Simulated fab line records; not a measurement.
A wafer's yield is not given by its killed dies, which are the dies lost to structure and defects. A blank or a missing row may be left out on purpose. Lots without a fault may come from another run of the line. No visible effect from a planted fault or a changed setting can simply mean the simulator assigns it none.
Matching of chambers / flow nand_harc / 4 sister chambers for NHARC_A_CHANNEL_FILL_D1_CMP_10 on cmp-01
The step polishes, target thk 150 nm. 18 wafers are shown with their chamber, then 9 later ones without.

## WAFERS WITH THEIR CHAMBER
wafer=L912.2; chamber=2; motor_current_A (A)=10.6; retaining_ring_pressure_frac=0.994; time_to_endpoint_s (s)=13.4
wafer=L912.5; chamber=1; motor_current_A (A)=11.6; retaining_ring_pressure_frac=0.995; time_to_endpoint_s (s)=12.8
wafer=L912.6; chamber=0; motor_current_A (A)=11.6; retaining_ring_pressure_frac=0.993; time_to_endpoint_s (s)=12.2
wafer=L916.1; chamber=3; motor_current_A (A)=12.8; retaining_ring_pressure_frac=0.998; time_to_endpoint_s (s)=15.0
wafer=L916.2; chamber=0; motor_current_A (A)=11.7; retaining_ring_pressure_frac=0.998; time_to_endpoint_s (s)=18.5
wafer=L916.5; chamber=3; motor_current_A (A)=12.8; retaining_ring_pressure_frac=0.993; time_to_endpoint_s (s)=16.1
wafer=L917.2; chamber=3; motor_current_A (A)=12.4; retaining_ring_pressure_frac=0.996; time_to_endpoint_s (s)=13.7
wafer=L917.3; chamber=1; motor_current_A (A)=11.6; retaining_ring_pressure_frac=1.006; time_to_endpoint_s (s)=17.0
wafer=L917.6; chamber=3; motor_current_A (A)=11.9; retaining_ring_pressure_frac=0.997; time_to_endpoint_s (s)=13.2
wafer=L918.1; chamber=2; motor_current_A (A)=10.9; retaining_ring_pressure_frac=1.003; time_to_endpoint_s (s)=15.8
wafer=L918.4; chamber=0; motor_current_A (A)=11.4; retaining_ring_pressure_frac=1.001; time_to_endpoint_s (s)=17.3
wafer=L918.6; chamber=1; motor_current_A (A)=11.3; retaining_ring_pressure_frac=1.002; time_to_endpoint_s (s)=14.7
wafer=L922.3; chamber=0; motor_current_A (A)=11.8; retaining_ring_pressure_frac=1.003; time_to_endpoint_s (s)=19.2
wafer=L922.5; chamber=2; motor_current_A (A)=11.4; retaining_ring_pressure_frac=1.002; time_to_endpoint_s (s)=20.9
wafer=L922.6; chamber=1; motor_current_A (A)=11.3; retaining_ring_pressure_frac=1.011; time_to_endpoint_s (s)=16.6
wafer=L924.1; chamber=2; motor_current_A (A)=10.9; retaining_ring_pressure_frac=0.999; time_to_endpoint_s (s)=18.7
wafer=L924.3; chamber=3; motor_current_A (A)=12.7; retaining_ring_pressure_frac=1.003; time_to_endpoint_s (s)=18.5
wafer=L924.6; chamber=1; motor_current_A (A)=11.6; retaining_ring_pressure_frac=1.002; time_to_endpoint_s (s)=15.6

SIGNATURES, as means of the wafers listed above
reading=motor_current_A; chamber 0=11.625; chamber 1=11.480; chamber 2=10.950; chamber 3=12.520; scatter within a chamber=0.282
reading=retaining_ring_pressure_frac; chamber 0=0.99875; chamber 1=1.00320; chamber 2=0.99950; chamber 3=0.99740; scatter within a chamber=0.00461
reading=time_to_endpoint_s; chamber 0=16.800; chamber 1=15.340; chamber 2=17.200; chamber 3=15.300; scatter within a chamber=2.56
Rule: a wafer's distance from a chamber is the root of the sum, over the readings, of the square of ((its reading less the chamber's mean) divided by the reading's scatter). If the next closest chamber is less than 2 further off than the closest, the wafer can't be placed; otherwise it belongs to the closest. The scatter: take each reading less its chamber's mean, square it, sum over the shown wafers, divide by the number of wafers less the number of chambers, and take the root.

## WAFERS WHOSE CHAMBER IS MISSING
wafer=L927.2; motor_current_A (A)=11.4; retaining_ring_pressure_frac=0.995; time_to_endpoint_s (s)=18.6
wafer=L927.3; motor_current_A (A)=12.2; retaining_ring_pressure_frac=0.995; time_to_endpoint_s (s)=16.9
wafer=L927.4; motor_current_A (A)=11.5; retaining_ring_pressure_frac=0.994; time_to_endpoint_s (s)=17.8
wafer=L931.1; motor_current_A (A)=11.3; retaining_ring_pressure_frac=0.993; time_to_endpoint_s (s)=16.9
wafer=L931.5; motor_current_A (A)=12.1; retaining_ring_pressure_frac=1.006; time_to_endpoint_s (s)=15.0
wafer=L931.6; motor_current_A (A)=11.1; retaining_ring_pressure_frac=1.005; time_to_endpoint_s (s)=21.9
wafer=L935.2; motor_current_A (A)=11.9; retaining_ring_pressure_frac=1.005; time_to_endpoint_s (s)=17.1
wafer=L935.4; motor_current_A (A)=10.7; retaining_ring_pressure_frac=1.000; time_to_endpoint_s (s)=21.3
wafer=L935.6; motor_current_A (A)=11.7; retaining_ring_pressure_frac=1.005; time_to_endpoint_s (s)=16.2

## WHICH CHAMBER EACH ONE RAN IN
wafer=L927.2; from the rows above=can't be placed: 0 or 2 or 1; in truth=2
wafer=L927.3; from the rows above=can't be placed: 3 or 0 or 1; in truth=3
wafer=L927.4; from the rows above=can't be placed: 0 or 1 or 2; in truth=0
wafer=L931.1; from the rows above=can't be placed: 0 or 2 or 1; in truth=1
wafer=L931.5; from the rows above=can't be placed: 1 or 3 or 0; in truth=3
wafer=L931.6; from the rows above=can't be placed: 2 or 1 or 0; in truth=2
wafer=L935.2; from the rows above=can't be placed: 0 or 1 or 3 or 2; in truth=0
wafer=L935.4; from the rows above=can't be placed: 2 or 1 or 0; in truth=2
wafer=L935.6; from the rows above=can't be placed: 1 or 0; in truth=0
0 of 9 placed correctly. These rows do not allow placing 9 (true chamber among the candidates in 9). Placed wrongly: 0.
